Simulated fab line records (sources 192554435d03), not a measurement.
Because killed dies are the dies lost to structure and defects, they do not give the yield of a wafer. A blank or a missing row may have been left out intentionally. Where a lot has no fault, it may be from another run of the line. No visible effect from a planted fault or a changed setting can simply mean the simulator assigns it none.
Chamber matching | flow n5_finfet | 4 sister chambers for N5_PMOS_HMC_CHANNEL_EPI_CMP_21 on cmp-04
The step polishes SiGe30, target thk 54 nm. 8 wafers are shown with their chamber, then 8 later ones without.

== WAFERS, EACH WITH ITS CHAMBER ==
wafer  | chamber | motor_current_A (A)
L083.2 | 1       | 11.2
L085.1 | 0       | 13.1
L085.2 | 3       | 12.9
L085.4 | 2       | 11.4
L089.1 | 2       | 11.3
L089.2 | 1       | 10.5
L089.3 | 0       | 13.1
L090.1 | 3       | 12.7

== WAFERS MISSING THEIR CHAMBER ==
wafer  | motor_current_A (A)
L090.2 | 10.9
L090.5 | 11.3
L092.2 | 12.8
L092.3 | 12.0
L092.6 | 12.0
L095.2 | 12.8
L095.4 | 10.7
L095.5 | 13.1

== THE CHAMBER EACH PASSED THROUGH ==
wafer  | from the rows above               | in truth
L090.2 | can't be placed: 1 or 2           | 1
L090.5 | can't be placed: 2 or 1           | 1
L092.2 | can't be placed: 3 or 0           | 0
L092.3 | can't be placed: 2 or 3 or 0 or 1 | 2
L092.6 | can't be placed: 2 or 3 or 0 or 1 | 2
L095.2 | can't be placed: 3 or 0           | 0
L095.4 | can't be placed: 1 or 2           | 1
L095.5 | can't be placed: 0 or 3           | 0
Correctly placed: 0 of 8. These rows do not allow placing 8 (true chamber among the candidates in 8). Placed wrongly: 0.
How it was worked out, from the rows above alone: a wafer's distance from a chamber is the root of the sum, over the readings, of the square of ((its reading less the chamber's mean) divided by the reading's scatter). If the next closest chamber is less than 2 further off than the closest, the wafer can't be placed; otherwise it belongs to the closest. For every chamber, the mean is computed from those of its wafers that are shown. The scatter is the square root of a quotient: the sum, over the shown wafers, of each reading's squared deviation from its chamber's mean, divided by wafers minus chambers.
